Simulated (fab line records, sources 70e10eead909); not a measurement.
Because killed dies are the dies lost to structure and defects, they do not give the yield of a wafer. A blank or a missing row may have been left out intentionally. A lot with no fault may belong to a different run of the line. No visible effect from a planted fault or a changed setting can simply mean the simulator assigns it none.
fab line records	flow nandHarc
[record] lots = 24	wafers = 72	lastDay = 33
route steps=1302 shown A_CHANNEL_FILL_D1@492 A_CHANNEL_HOLE_D2@582
lots untouched by any fault: they come from a run of this same line in which no faults occurred
startH: hours from the record's opening day to when the first of the lot's shown wafers began	waitH: time in hours since the lot's previous step	" same as the row above	L1.1+2: several wafers, shown together as one row	- no value, or no start was given	* or withheld: withheld	< > ~ a bound
route shown NAME@n: names a module that has steps shown in the file, with the first one's number in the route	usual: average and standard deviation across the fault-free wafers	same: alike in all rows	chamber/n: place in a boat	sites: each site's reading	_std_site: standard deviation across them	_edge_site: outer sites' mean less inner sites'	radiusMm: how far each site lies from the wafer's centre	mask NAME#n: copy n	behind: the tool/chamber that last shaped the wafer	hold: the reason the lot was held/the length of the hold in hours/how it ended	device: the n, p or np transistor that did not switch	end of line: the same wafers' tests at the end of the route	a step with no rows: only its recipe	killed: dies lost to structure and defects at the first sort, not the wafer's yield	map: shows each die of a wafer: x if killed, . if not, _ if none is there
set.NAME: setting as actually run; set.NAME@STEP: the setting as run at that earlier step	model.NAME: the simulator's own value behind a step, which no gauge read
a sample of lots followed through the steps of the route, with each step as a table and each wafer as a row
services: when a tool's chamber went out of use (startH, in hours from the record's first day, below 0 if earlier), for how many hours, and the reason
[[steps]]
[step NHARC_A_CHANNEL_FILL_D1_ALD_02]
[recipe] targetThkA = 60	pulseTimeS = 10	aldCycles = 60	tempC = 300	material = SiO2
[usual] heaterPowerW = 490/59	precursorPulseHeightRel = 1.001/0.019
lot.wafer	tool	chamber	startH	waitH	heaterPowerW	precursorPulseHeightRel
L074.3	aldHk-01	2	189.70	-	577	0.987
L074.2	"	3	"	"	430	0.979
L074.5	"	2	"	"	591	1.038
L075.3	aldHk-03	1	199.91	-	411	1.003
L075.2	"	3	"	"	577	1.002
L075.5	"	2	"	"	565	0.988
L076.3	aldHk-01	3	202.49	-	436	0.979
L076.5	"	2	"	"	590	0.965
L076.6	"	3	"	"	448	1.004
L077.2	aldHk-02	1	225.09	0.2	522	0.975
L077.4	"	3	"	"	413	0.993
L077.6	"	1	"	"	523	1.013
L078.4	aldHk-01	1	225.87	0.2	476	1.037
L078.3	"	3	"	"	433	1.026
L078.5	"	0	"	"	487	0.964
L079.2	aldHk-03	1	240.45	-	407	1.013
L079.5	"	1	"	"	411	0.998
L079.6	"	2	"	"	551	1.029
L080.4	aldHk-02	2	243.65	0.1	522	0.979
L080.3	"	3	"	"	412	0.964
L080.6	"	2	"	"	522	1.011
L081.2	aldHk-02	1	263.31	-	513	1.001
L081.4	"	0	"	"	410	0.996
L081.6	"	2	"	"	515	0.976
L082.4	aldHk-01	1	264.17	-	476	1.012
L082.2	"	0	"	"	495	0.976
L082.5	"	2	"	"	590	0.993
L084.4	aldHk-02	1	280.68	-	520	1.009
L084.3	"	3	"	"	429	0.996
L084.6	"	1	"	"	521	0.993
L083.4	aldHk-03	3	282.19	-	574	1.012
L083.3	"	1	"	"	412	0.995
L083.2	"	2	"	"	544	1.020
L085.2	aldHk-01	1	295.86	-	485	1.001
L085.3	"	2	"	"	585	0.980
L085.5	"	0	"	"	492	1.013
L086.4	aldHk-03	2	305.92	-	541	1.014
L086.5	"	0	"	"	457	1.008
L086.6	"	1	"	"	416	1.025
L087.3	aldHk-03	1	330.26	-	412	1.008
L087.4	"	2	"	"	539	1.005
L087.6	"	0	"	"	452	1.017
L088.3	aldHk-01	0	331.30	-	495	1.031
L088.2	"	2	"	"	580	0.978
L088.6	"	0	"	"	491	1.010
L089.3	aldHk-02	0	334.38	-	427	0.985
L089.2	"	2	"	"	509	1.033
L089.4	"	3	"	"	416	1.020
L090.4	aldHk-03	0	345.74	-	462	1.007
L090.5	"	2	"	"	539	1.007
L090.6	"	3	"	"	575	0.992
L091.3	aldHk-03	1	358.11	-	409	1.019
L091.4	"	3	"	"	555	0.984
L091.5	"	2	"	"	541	0.993
L092.4	aldHk-01	1	371.75	-	434	1.030
L092.3	"	2	"	"	593	0.984
L092.5	"	0	"	"	484	1.030
L093.1	aldHk-03	2	372.21	-	531	0.979
L093.5	"	2	"	"	555	0.989
L093.6	"	3	"	"	574	1.034
L094.3	aldHk-03	1	379.95	-	406	1.010
L094.1	"	3	"	"	555	0.985
L094.6	"	2	"	"	554	1.006
L095.4	aldHk-03	2	401.09	-	538	0.994
L095.1	"	3	"	"	555	1.031
L095.5	"	2	"	"	549	0.990
L096.4	aldHk-03	1	405.32	-	419	1.011
L096.2	"	2	"	"	531	1.008
L096.5	"	1	"	"	414	1.010
L097.3	aldHk-01	3	415.08	-	435	1.033
L097.1	"	0	"	"	494	0.982
L097.5	"	3	"	"	435	0.976
[step NHARC_A_CHANNEL_HOLE_D2_CD_MEAS_10]
[recipe] targetCdNm = 100	landingEnergyEv = 500
[usual] cdNm = 100.1/0.47
[same] landingEnergyEv = 500
lot.wafer	tool	chamber	startH	waitH	cdNm
L074.2	cdSem-01	0	293.07	-	99.7
L074.3	"	0	"	"	100.0
L074.5	"	0	"	"	99.3
L076.3	cdSem-01	0	300.13	-	99.9
L076.5	"	0	"	"	99.7
L076.6	"	0	"	"	99.2
L075.2	cdSem-01	0	300.35	-	100.4
L075.3	"	0	"	"	99.5
L075.5	"	0	"	"	101.0
L077.2	cdSem-01	0	332.24	-	99.5
L077.4	"	0	"	"	99.9
L077.6	"	0	"	"	99.9
L078.3	cdSem-03	0	332.43	-	100.1
L078.4	"	0	"	"	100.4
L078.5	"	0	"	"	100.1
L079.2	cdSem-01	0	339.91	-	99.7
L079.5	"	0	"	"	99.8
L079.6	"	0	"	"	100.4
L080.3	cdSem-03	0	351.67	-	99.9
L080.4	"	0	"	"	100.2
L080.6	"	0	"	"	100.6
L082.2	cdSem-01	0	368.31	-	99.8
L082.4	"	0	"	"	100.8
L082.5	"	0	"	"	100.8
L081.2	cdSem-01	0	368.58	-	100.3
L081.4	"	0	"	"	99.4
L081.6	"	0	"	"	100.1
L084.3	cdSem-02	0	382.88	-	99.6
L084.4	"	0	"	"	100.6
L084.6	"	0	"	"	99.9
L083.2	cdSem-01	0	384.91	-	99.9
L083.3	"	0	"	"	99.5
L083.4	"	0	"	"	99.8
L085.2	cdSem-03	0	398.27	-	99.9
L085.3	"	0	"	"	100.1
L085.5	"	0	"	"	100.1
L086.4	cdSem-03	0	407.22	-	100.5
L086.5	"	0	"	"	100.2
L086.6	"	0	"	"	100.2
L087.3	cdSem-01	0	434.57	-	100.5
L087.4	"	0	"	"	101.3
L087.6	"	0	"	"	100.9
L088.2	cdSem-03	0	434.79	-	99.6
L088.3	"	0	"	"	99.4
L088.6	"	0	"	"	99.5
L089.2	cdSem-03	0	436.84	-	100.3
L089.3	"	0	"	"	100.4
L089.4	"	0	"	"	100.6
L090.4	cdSem-02	0	454.99	-	100.7
L090.5	"	0	"	"	100.1
L090.6	"	0	"	"	100.5
L091.3	cdSem-01	0	458.76	-	100.0
L091.4	"	0	"	"	100.2
L091.5	"	0	"	"	100.7
L092.3	cdSem-02	0	475.33	-	99.8
L092.4	"	0	"	"	100.0
L092.5	"	0	"	"	99.5
L093.1	cdSem-01	0	475.48	-	100.1
L093.5	"	0	"	"	99.8
L093.6	"	0	"	"	99.9
L094.1	cdSem-01	0	482.44	-	100.4
L094.3	"	0	"	"	101.4
L094.6	"	0	"	"	100.6
L095.1	cdSem-01	0	501.99	-	100.4
L095.4	"	0	"	"	100.3
L095.5	"	0	"	"	100.9
L096.2	cdSem-03	0	509.30	-	100.4
L096.4	"	0	"	"	100.1
L096.5	"	0	"	"	100.2
L097.1	cdSem-01	0	517.64	-	99.7
L097.3	"	0	"	"	99.6
L097.5	"	0	"	"	100.2
[step NHARC_A_CHANNEL_HOLE_D2_ETCH_16]
[recipe] targetDepthA = 31000	overEtchFrac = 0.3	timeS = 806	ionEnergyEv = 150	o2FlowSccm = 400	cosFlowSccm = 20	arFlowSccm = 0	rfW = 500	biasW = 300	chemistry = O2/COS
[usual] biasW = 299.9/0.94	drypumpMotorCurrentA = 5.7/0.48	oesProductAu = 1.002/0.01	rfVppV = 315.1/2.2	showerheadPlenumPTorr = 3.18/0.14	throttleValvePct = 28.331/0.0093
[same] overEtchFrac = 0.3
lot.wafer	tool	chamber	startH	waitH	biasW	drypumpMotorCurrentA	oesProductAu	rfHoursCounterH	rfVppV	showerheadPlenumPTorr	throttleValvePct
L074.2	rieDiel-04	2	-	-	300.9	5.2	1.007	5.8	317.4	3.34	28.335
L074.3	"	3	"	"	301.5	6.1	1.002	5.6	315.3	3.25	28.339
L074.5	"	0	"	"	300.4	6.3	0.998	-	317.5	3.28	28.334
L076.3	rieDiel-04	3	-	-	301.2	6.1	1.002	6.3	317.0	3.25	28.326
L076.6	"	2	"	"	299.6	5.2	1.023	-	319.1	3.34	28.336
L076.5	"	3	"	"	301.0	6.1	1.001	-	316.8	3.25	28.345
L075.3	rieDiel-02	0	-	-	299.7	5.4	0.991	2.7	314.0	3.04	28.326
L075.2	"	3	"	"	299.6	5.3	1.022	3.2	316.9	3.27	28.334
L075.5	"	0	"	"	301.1	5.4	0.996	-	313.0	3.04	28.327
L077.2	rieDiel-04	0	-	-	301.4	6.3	1.006	8.6	314.9	3.28	28.327
L077.4	"	1	"	"	299.3	5.4	0.991	8.6	315.1	3.29	28.334
L077.6	"	1	"	"	300.8	5.3	1.005	-	316.1	3.29	28.334
L078.3	rieDiel-02	3	-	-	300.1	5.3	1.011	5.0	314.6	3.27	28.326
L078.4	"	0	"	"	300.0	5.4	0.985	5.3	312.6	3.04	28.335
L078.5	"	0	"	"	298.9	5.4	0.990	-	311.8	3.04	28.352
L079.2	rieDiel-02	2	-	-	298.8	5.4	1.010	5.9	310.1	2.91	28.347
L079.5	"	3	"	"	300.3	5.3	1.012	-	316.1	3.27	28.311
L079.6	"	0	"	"	299.4	5.4	0.988	-	310.8	3.04	28.334
L080.4	rieDiel-04	2	-	-	300.6	5.2	1.012	9.4	318.5	3.34	28.315
L080.3	"	0	"	"	299.8	6.3	1.005	9.8	317.5	3.28	28.325
L080.6	"	1	"	"	300.4	5.3	1.007	-	315.4	3.29	28.328
L082.4	rieDiel-02	3	-	-	300.5	5.3	1.013	8.1	315.9	3.27	28.348
L082.2	"	0	"	"	299.7	5.4	0.983	8.4	313.1	3.04	28.319
L082.5	"	2	"	"	299.8	5.4	1.005	-	311.8	2.91	28.327
L081.2	rieDiel-04	0	-	-	299.3	6.3	1.016	0.4	315.6	3.28	28.311
L081.4	"	1	"	"	299.1	5.4	1.011	0.3	317.4	3.29	28.324
L081.6	"	0	"	"	299.3	6.3	1.018	-	316.1	3.28	28.334
L084.3	rieDiel-04	2	-	-	299.3	5.2	1.006	1.4	317.2	3.34	28.326
L084.4	"	3	"	"	300.1	6.2	0.998	1.5	316.7	3.24	28.337
L084.6	"	2	"	"	300.0	5.2	0.997	-	316.2	3.34	28.332
L083.2	rieDiel-02	2	-	-	300.0	5.4	1.004	9.1	310.9	2.91	28.317
L083.3	"	3	"	"	299.1	5.3	1.007	8.9	315.4	3.27	28.336
L083.4	"	2	"	"	298.9	5.4	1.009	-	310.6	2.91	28.316
L085.2	rieDiel-04	2	399.37	0.2	299.4	5.2	1.002	2.8	318.2	3.34	28.333
L085.3	"	1	"	"	299.5	5.4	1.005	-	315.7	3.29	28.318
L085.5	"	1	"	"	298.9	5.4	1.001	-	318.0	3.29	28.315
L086.4	rieDiel-02	2	-	-	299.1	5.4	0.992	0.4	311.6	2.91	28.323
L086.5	"	0	"	"	299.8	5.4	0.990	-	312.9	3.04	28.326
L086.6	"	1	"	"	299.1	6.3	0.992	-	312.4	3.02	28.309
L087.3	rieDiel-01	2	-	-	300.4	4.9	0.993	1.9	314.2	3.09	28.335
L087.4	"	3	"	"	299.2	5.8	0.986	2.5	315.5	3.14	28.318
L087.6	"	0	"	"	299.7	6.4	0.995	-	315.2	3.18	28.327
L088.3	rieDiel-04	0	-	-	300.7	6.3	1.013	4.3	316.4	3.28	28.336
L088.2	"	1	"	"	300.8	5.4	1.013	4.3	316.0	3.29	28.331
L088.6	"	0	"	"	301.4	6.3	1.022	-	316.5	3.28	28.328
L089.2	rieDiel-01	1	-	-	300.4	6.2	1.000	2.9	313.5	3.00	28.331
L089.3	"	3	"	"	300.6	5.8	0.998	2.8	314.5	3.14	28.324
L089.4	"	0	"	"	298.5	6.4	1.021	3.5	313.6	3.18	28.322
L090.4	rieDiel-04	2	-	-	298.8	5.2	1.007	6.2	317.8	3.34	28.333
L090.5	"	0	"	"	300.3	6.3	1.012	-	317.7	3.28	28.335
L090.6	"	1	"	"	298.9	5.4	1.003	-	316.8	3.29	28.334
L091.3	rieDiel-04	0	-	-	300.6	6.3	1.021	6.1	315.4	3.28	28.332
L091.4	"	2	"	"	300.3	5.2	1.001	6.5	319.0	3.34	28.340
L091.5	"	3	"	"	300.5	6.1	0.977	-	315.4	3.24	28.328
L092.4	rieDiel-04	1	-	-	298.8	5.4	1.009	7.2	315.0	3.29	28.329
L092.3	"	3	"	"	300.5	6.2	0.997	6.5	314.9	3.24	28.342
L092.5	"	0	"	"	299.0	6.3	1.027	-	314.7	3.28	28.330
L093.1	rieDiel-02	0	-	-	300.7	5.4	0.981	3.7	312.1	3.04	28.320
L093.6	"	1	"	"	299.9	6.3	0.989	-	313.4	3.02	28.353
L093.5	"	2	"	"	302.3	5.4	1.008	-	310.5	2.91	28.337
L094.1	rieDiel-01	0	-	-	299.2	6.4	0.991	5.9	316.1	3.18	28.332
L094.3	"	1	"	"	301.1	6.1	0.994	4.7	312.2	3.00	28.339
L094.6	"	2	"	"	300.3	4.9	1.005	-	314.3	3.09	28.323
L095.1	rieDiel-02	3	-	-	299.6	5.3	1.002	5.3	315.0	3.26	28.349
L095.4	"	2	"	"	301.0	5.4	1.002	5.0	311.7	2.90	28.324
L095.5	"	3	"	"	300.2	5.3	1.006	-	316.1	3.26	28.327
L096.2	rieDiel-04	2	-	-	300.4	5.2	1.012	8.7	316.1	3.34	28.333
L096.4	"	3	"	"	297.8	6.1	0.993	7.7	315.7	3.24	28.330
L096.5	"	2	"	"	299.1	5.2	1.004	-	317.5	3.34	28.337
L097.1	rieDiel-01	0	-	-	298.7	6.4	0.993	7.5	314.1	3.18	28.344
L097.3	"	1	"	"	301.9	6.2	0.992	6.5	310.9	3.00	28.326
L097.5	"	3	"	"	299.4	5.8	0.983	-	315.4	3.14	28.333
[step NHARC_A_CHANNEL_HOLE_D2_ETCH_19]
[recipe] biasV = 1200	sourceW = 2500	pressureMtorr = 15	timeS = 34.5	arFlowSccm = 375	c4f8FlowSccm = 28.8	o2FlowSccm = 96.2	tempC = -20	targetDepthA = *	chemistry = C4F8/O2/Ar
[usual] drypumpMotorCurrentA = 5.79/0.13	showerheadPlenumPTorr = 3.71/0.16	throttleValvePct = 37.038/0.01
lot.wafer	tool	chamber	startH	waitH	drypumpMotorCurrentA	rfHoursCounterH	showerheadPlenumPTorr	throttleValvePct
L074.2	harEtch-01	0	294.45	0.1	5.95	149	3.61	37.052
L074.3	"	0	"	"	5.95	-	3.61	37.047
L074.5	"	1	"	"	5.83	-	3.75	37.031
L076.3	harEtch-02	0	302.15	0.7	5.64	-	3.51	37.034
L076.6	"	1	"	"	5.63	-	3.66	37.040
L076.5	"	0	"	"	5.66	-	3.52	37.033
L075.2	harEtch-01	0	304.16	2.5	5.95	157	3.61	37.030
L075.3	"	1	"	"	5.83	-	3.74	37.049
L075.5	"	1	"	"	5.83	-	3.74	37.040
L077.2	harEtch-01	1	333.76	0.2	5.83	172	3.73	37.036
L077.4	"	0	"	"	5.93	-	3.60	37.054
L077.6	"	1	"	"	5.83	-	3.73	37.030
L078.4	harEtch-02	0	336.31	2.6	5.67	-	3.51	37.024
L078.3	"	1	"	"	5.61	-	3.64	37.041
L078.5	"	0	"	"	5.69	-	3.50	37.020
L079.2	harEtch-02	0	341.28	0.1	5.69	393	3.50	37.053
L079.5	"	0	"	"	5.68	-	3.50	37.044
L079.6	"	1	"	"	5.63	-	3.64	37.054
L080.3	harEtch-01	0	354.88	1.9	5.96	-	3.59	37.046
L080.4	"	1	"	"	5.83	-	3.73	37.036
L080.6	"	1	"	"	5.82	-	3.73	37.030
L082.2	harEtch-02	0	369.89	0.3	5.67	409	3.49	37.014
L082.4	"	1	"	"	5.62	-	3.63	37.042
L082.5	"	0	"	"	5.62	-	3.49	37.040
L081.2	harEtch-01	1	370.32	0.4	5.85	195	3.72	37.038
L081.4	"	0	"	"	5.96	-	3.59	37.023
L081.6	"	0	"	"	5.96	-	3.59	37.036
L084.3	harEtch-01	1	384.36	0.1	5.87	-	3.72	37.041
L084.4	"	0	"	"	5.95	-	3.58	37.031
L084.6	"	1	"	"	5.84	-	3.72	37.047
L083.2	harEtch-01	1	388.51	2.0	5.82	206	3.71	37.041
L083.4	"	0	"	"	5.98	-	3.58	37.024
L083.3	"	1	"	"	5.83	-	3.71	37.054
L085.2	harEtch-01	1	400.34	0.2	5.86	217	3.71	37.049
L085.3	"	1	"	"	5.83	-	3.71	37.041
L085.5	"	1	"	"	5.86	-	3.71	37.033
L086.4	harEtch-02	1	408.62	0.1	5.63	-	3.98	37.046
L086.5	"	1	"	"	5.62	-	3.98	37.035
L086.6	"	0	"	"	5.68	-	3.98	37.034
L087.3	harEtch-01	1	435.98	0.1	5.83	-	3.70	37.030
L087.4	"	0	"	"	5.96	-	3.57	37.024
L087.6	"	0	"	"	5.95	-	3.57	37.033
L088.2	harEtch-02	1	436.17	0.1	5.61	23	3.97	37.030
L088.3	"	0	"	"	5.68	-	3.97	37.028
L088.6	"	1	"	"	5.62	-	3.97	37.017
L089.2	harEtch-01	0	440.12	2.0	5.93	237	3.56	37.034
L089.4	"	0	"	"	5.94	-	3.57	37.038
L089.3	"	1	"	"	5.84	-	3.70	37.052
L090.4	harEtch-01	1	457.92	1.6	5.86	-	3.69	37.026
L090.6	"	1	"	"	5.87	-	3.69	37.055
L090.5	"	0	"	"	5.95	-	3.56	37.032
L091.3	harEtch-02	1	460.92	0.9	5.62	-	3.96	37.043
L091.4	"	0	"	"	5.65	-	3.96	37.031
L091.5	"	1	"	"	5.64	-	3.96	37.039
L092.3	harEtch-02	1	476.74	0.1	5.63	-	3.96	37.051
L092.4	"	0	"	"	5.68	-	3.96	37.038
L092.5	"	1	"	"	5.63	-	3.96	37.037
L093.1	harEtch-01	1	477.33	0.1	5.84	259	3.68	37.051
L093.5	"	0	"	"	5.93	-	3.55	37.036
L093.6	"	1	"	"	5.84	-	3.68	37.028
L094.1	harEtch-02	1	485.76	2.0	5.65	54	3.95	37.048
L094.3	"	1	"	"	5.61	-	3.95	37.048
L094.6	"	1	"	"	5.64	-	3.95	37.045
L095.1	harEtch-02	0	503.35	0.1	5.66	61	3.95	37.037
L095.4	"	1	"	"	5.64	-	3.95	37.043
L095.5	"	1	"	"	5.61	-	3.95	37.035
L096.2	harEtch-01	1	511.22	0.6	5.85	278	3.67	37.042
L096.4	"	1	"	"	5.84	-	3.67	37.034
L096.5	"	1	"	"	5.84	-	3.67	37.037
L097.1	harEtch-01	1	519.03	0.1	5.83	282	3.67	37.056
L097.3	"	0	"	"	5.94	-	3.54	37.040
L097.5	"	1	"	"	5.86	-	3.67	37.055
[step NHARC_A_CHANNEL_HOLE_D2_ETCH_22]
[recipe] biasV = 3000	sourceW = withheld	pressureMtorr = 20	timeS = 666.7	arFlowSccm = 375	c4f8FlowSccm = 89.3	o2FlowSccm = 35.7	tempC = -20	targetDepthA = 16000	chemistry = C4F8/O2/Ar
[usual] drypumpMotorCurrentA = 5.79/0.13	showerheadPlenumPTorr = 3.67/0.15	throttleValvePct = 32.154/0.0095
lot.wafer	tool	chamber	startH	waitH	drypumpMotorCurrentA	rfHoursCounterH	showerheadPlenumPTorr	throttleValvePct
L074.2	harEtch-01	0	295.32	0.4	5.96	150	3.58	32.142
L074.3	"	0	"	"	5.94	-	3.58	32.149
L074.5	"	1	"	"	5.85	-	3.70	32.166
L076.3	harEtch-02	0	303.24	0.4	5.68	-	3.48	32.139
L076.6	"	1	"	"	5.64	-	3.62	32.165
L076.5	"	0	"	"	5.67	-	3.48	32.150
L075.2	harEtch-01	0	305.04	0.4	5.96	158	3.57	32.156
L075.3	"	1	"	"	5.85	-	3.70	32.155
L075.5	"	1	"	"	5.85	-	3.70	32.147
L077.2	harEtch-01	1	334.62	0.4	5.83	173	3.69	32.152
L077.4	"	0	"	"	5.92	-	3.56	32.163
L077.6	"	1	"	"	5.85	-	3.69	32.145
L078.4	harEtch-02	0	337.33	0.4	5.64	-	3.47	32.159
L078.3	"	1	"	"	5.64	-	3.61	32.144
L078.5	"	0	"	"	5.66	-	3.47	32.165
L079.2	harEtch-02	0	342.14	0.4	5.66	394	3.47	32.154
L079.5	"	0	"	"	5.68	-	3.47	32.150
L079.6	"	1	"	"	5.60	-	3.60	32.149
L080.3	harEtch-01	0	355.90	0.4	5.96	-	3.56	32.141
L080.4	"	1	"	"	5.82	-	3.68	32.148
L080.6	"	1	"	"	5.86	-	3.68	32.158
L082.2	harEtch-02	0	370.84	0.4	5.68	409	3.46	32.144
L082.4	"	1	"	"	5.64	-	3.60	32.159
L082.5	"	0	"	"	5.68	-	3.46	32.148
L081.2	harEtch-01	1	371.27	0.4	5.83	196	3.68	32.156
L081.4	"	0	"	"	5.95	-	3.55	32.153
L081.6	"	0	"	"	5.95	-	3.55	32.154
L084.3	harEtch-01	1	385.38	0.4	5.85	-	3.67	32.152
L084.4	"	0	"	"	5.96	-	3.55	32.159
L084.6	"	1	"	"	5.83	-	3.67	32.138
L083.2	harEtch-01	1	389.46	0.4	5.84	207	3.67	32.141
L083.4	"	0	"	"	5.95	-	3.54	32.152
L083.3	"	1	"	"	5.82	-	3.67	32.158
L085.2	harEtch-01	1	401.29	0.4	5.84	218	3.67	32.153
L085.3	"	1	"	"	5.86	-	3.67	32.149
L085.5	"	1	"	"	5.84	-	3.66	32.171
L086.4	harEtch-02	1	409.64	0.4	5.65	-	3.93	32.158
L086.5	"	1	"	"	5.63	-	3.93	32.151
L086.6	"	0	"	"	5.67	-	3.93	32.151
L087.3	harEtch-01	1	437.00	0.4	5.82	-	3.66	32.159
L087.4	"	0	"	"	5.96	-	3.53	32.142
L087.6	"	0	"	"	5.98	-	3.53	32.156
L088.2	harEtch-02	1	437.03	0.4	5.62	24	3.92	32.160
L088.3	"	0	"	"	5.66	-	3.92	32.139
L088.6	"	1	"	"	5.64	-	3.92	32.155
L089.2	harEtch-01	0	440.98	0.4	5.96	238	3.53	32.142
L089.4	"	0	"	"	5.94	-	3.53	32.159
L089.3	"	1	"	"	5.82	-	3.66	32.134
L090.4	harEtch-01	1	458.94	0.4	5.85	-	3.65	32.154
L090.6	"	1	"	"	5.88	-	3.65	32.153
L090.5	"	0	"	"	5.93	-	3.52	32.150
L091.3	harEtch-02	1	461.94	0.4	5.63	-	3.91	32.154
L091.4	"	0	"	"	5.66	-	3.91	32.164
L091.5	"	1	"	"	5.63	-	3.91	32.165
L092.3	harEtch-02	1	477.75	0.4	5.63	-	3.91	32.162
L092.4	"	0	"	"	5.64	-	3.91	32.170
L092.5	"	1	"	"	5.63	-	3.91	32.165
L093.1	harEtch-01	1	478.28	0.4	5.85	260	3.64	32.141
L093.5	"	0	"	"	5.93	-	3.52	32.147
L093.6	"	1	"	"	5.84	-	3.64	32.142
L094.1	harEtch-02	1	486.63	0.4	5.62	55	3.90	32.152
L094.3	"	1	"	"	5.63	-	3.90	32.161
L094.6	"	1	"	"	5.61	-	3.90	32.151
L095.1	harEtch-02	0	504.21	0.4	5.68	62	3.90	32.136
L095.4	"	1	"	"	5.62	-	3.90	32.164
L095.5	"	1	"	"	5.65	-	3.90	32.157
L096.2	harEtch-01	1	512.17	0.4	5.84	279	3.63	32.166
L096.4	"	1	"	"	5.85	-	3.63	32.155
L096.5	"	1	"	"	5.85	-	3.63	32.173
L097.1	harEtch-01	1	519.89	0.4	5.82	283	3.63	32.145
L097.3	"	0	"	"	5.95	-	3.51	32.144
L097.5	"	1	"	"	5.84	-	3.63	32.164
[step NHARC_A_CHANNEL_HOLE_D2_ETCH_25]
[recipe] biasV = 5000	sourceW = withheld	pressureMtorr = 20	timeS = 1040.2	arFlowSccm = 375	c4f8FlowSccm = 93.8	o2FlowSccm = 31.2	tempC = -20	targetDepthA = 15000	chemistry = C4F8/O2/Ar
[usual] drypumpMotorCurrentA = 5.79/0.13	showerheadPlenumPTorr = 3.66/0.15	throttleValvePct = 32.235/0.0088
lot.wafer	tool	chamber	startH	waitH	drypumpMotorCurrentA	rfHoursCounterH	showerheadPlenumPTorr	throttleValvePct
L074.2	harEtch-01	0	297.35	0.6	5.96	152	3.57	32.234
L074.3	"	0	"	"	5.96	-	3.57	32.240
L074.5	"	1	"	"	5.81	-	3.70	32.242
L076.3	harEtch-02	0	305.42	0.7	5.68	-	3.48	32.234
L076.6	"	1	"	"	5.63	-	3.61	32.226
L076.5	"	0	"	"	5.68	-	3.48	32.224
L075.2	harEtch-01	0	307.06	0.6	5.93	160	3.57	32.238
L075.3	"	1	"	"	5.85	-	3.69	32.241
L075.5	"	1	"	"	5.86	-	3.69	32.238
L077.2	harEtch-01	1	336.66	0.6	5.86	175	3.68	32.240
L077.4	"	0	"	"	5.96	-	3.56	32.238
L077.6	"	1	"	"	5.83	-	3.68	32.250
L078.4	harEtch-02	0	339.47	0.7	5.69	-	3.47	32.233
L078.3	"	1	"	"	5.61	-	3.60	32.261
L078.5	"	0	"	"	5.68	-	3.47	32.222
L079.2	harEtch-02	0	344.16	0.6	5.65	396	3.46	32.242
L079.5	"	0	"	"	5.64	-	3.46	32.237
L079.6	"	1	"	"	5.64	-	3.60	32.230
L080.3	harEtch-01	0	358.03	0.7	5.95	-	3.55	32.234
L080.4	"	1	"	"	5.84	-	3.68	32.234
L080.6	"	1	"	"	5.84	-	3.68	32.214
L082.2	harEtch-02	0	372.92	0.7	5.67	411	3.46	32.246
L082.4	"	1	"	"	5.64	-	3.59	32.231
L082.5	"	0	"	"	5.65	-	3.46	32.238
L081.2	harEtch-01	1	373.38	0.7	5.81	198	3.67	32.248
L081.4	"	0	"	"	5.95	-	3.55	32.231
L081.6	"	0	"	"	5.97	-	3.55	32.223
L084.3	harEtch-01	1	387.51	0.7	5.82	-	3.67	32.226
L084.4	"	0	"	"	5.93	-	3.54	32.229
L084.6	"	1	"	"	5.87	-	3.67	32.239
L083.2	harEtch-01	1	391.53	0.7	5.83	209	3.67	32.238
L083.4	"	0	"	"	5.95	-	3.54	32.246
L083.3	"	1	"	"	5.83	-	3.67	32.246
L085.2	harEtch-01	1	403.38	0.7	5.86	220	3.66	32.247
L085.3	"	1	"	"	5.84	-	3.66	32.225
L085.5	"	1	"	"	5.84	-	3.66	32.241
L086.4	harEtch-02	1	411.76	0.7	5.63	-	3.92	32.229
L086.5	"	1	"	"	5.62	-	3.92	32.262
L086.6	"	0	"	"	5.64	-	3.92	32.253
L088.2	harEtch-02	1	439.06	0.6	5.64	26	3.91	32.248
L088.3	"	0	"	"	5.68	-	3.91	32.223
L088.6	"	1	"	"	5.63	-	3.91	32.239
L087.3	harEtch-01	1	439.14	0.7	5.84	-	3.65	32.234
L087.4	"	0	"	"	5.95	-	3.53	32.228
L087.6	"	0	"	"	5.96	-	3.53	32.243
L089.2	harEtch-01	0	443.02	0.6	5.94	240	3.52	32.241
L089.4	"	0	"	"	5.96	-	3.52	32.228
L089.3	"	1	"	"	5.82	-	3.65	32.233
L090.4	harEtch-01	1	461.10	0.7	5.85	-	3.64	32.237
L090.6	"	1	"	"	5.86	-	3.64	32.229
L090.5	"	0	"	"	5.94	-	3.52	32.237
L091.3	harEtch-02	1	464.06	0.7	5.61	-	3.90	32.237
L091.4	"	0	"	"	5.67	-	3.90	32.236
L091.5	"	1	"	"	5.64	-	3.90	32.247
L092.3	harEtch-02	1	479.89	0.7	5.61	-	3.90	32.237
L092.4	"	0	"	"	5.66	-	3.90	32.247
L092.5	"	1	"	"	5.63	-	3.90	32.227
L093.1	harEtch-01	1	480.35	0.7	5.84	262	3.64	32.240
L093.5	"	0	"	"	5.97	-	3.51	32.225
L093.6	"	1	"	"	5.83	-	3.64	32.232
L094.1	harEtch-02	1	488.67	0.6	5.62	57	3.90	32.233
L094.3	"	1	"	"	5.61	-	3.90	32.236
L094.6	"	1	"	"	5.63	-	3.90	32.233
L095.1	harEtch-02	0	506.26	0.7	5.68	64	3.89	32.244
L095.4	"	1	"	"	5.62	-	3.89	32.221
L095.5	"	1	"	"	5.62	-	3.89	32.245
L096.2	harEtch-01	1	514.27	0.7	5.83	281	3.63	32.235
L096.4	"	1	"	"	5.83	-	3.63	32.229
L096.5	"	1	"	"	5.84	-	3.63	32.249
L097.1	harEtch-01	1	521.94	0.6	5.84	285	3.62	32.231
L097.3	"	0	"	"	5.98	-	3.50	32.237
L097.5	"	1	"	"	5.86	-	3.62	32.228
[[services]]
tool	chamber	startH	hours	kind
aldHk-02	-	177.26	10.0	pm
rieDiel-04	-	177.90	9.0	pm
rieDiel-01	1	188.75	5.8	repair
rieDiel-01	2	190.47	18.8	repair
rieDiel-01	-	203.99	9.0	pm
aldHk-03	-	212.00	10.0	pm
rieDiel-02	-	216.70	9.0	pm
rieDiel-04	0	236.68	3.6	repair
rieDiel-04	2	243.87	2.0	repair
rieDiel-04	-	245.64	0.2	repair
rieDiel-04	1	269.01	5.5	repair
rieDiel-01	1	288.30	1.6	repair
aldHk-01	-	297.08	10.0	pm
rieDiel-01	-	339.86	0.5	repair
rieDiel-04	-	354.90	9.0	pm
aldHk-02	-	355.26	10.0	pm
aldHk-03	-	360.29	0.5	repair
rieDiel-04	1	375.06	8.3	repair
harEtch-02	-	378.22	17.0	pm
rieDiel-02	0	381.28	5.2	repair
aldHk-03	-	390.00	10.0	pm
rieDiel-04	3	393.68	12.1	repair
rieDiel-02	-	393.70	9.0	pm
aldHk-02	-	483.45	1.9	repair
[[key]]
fault none
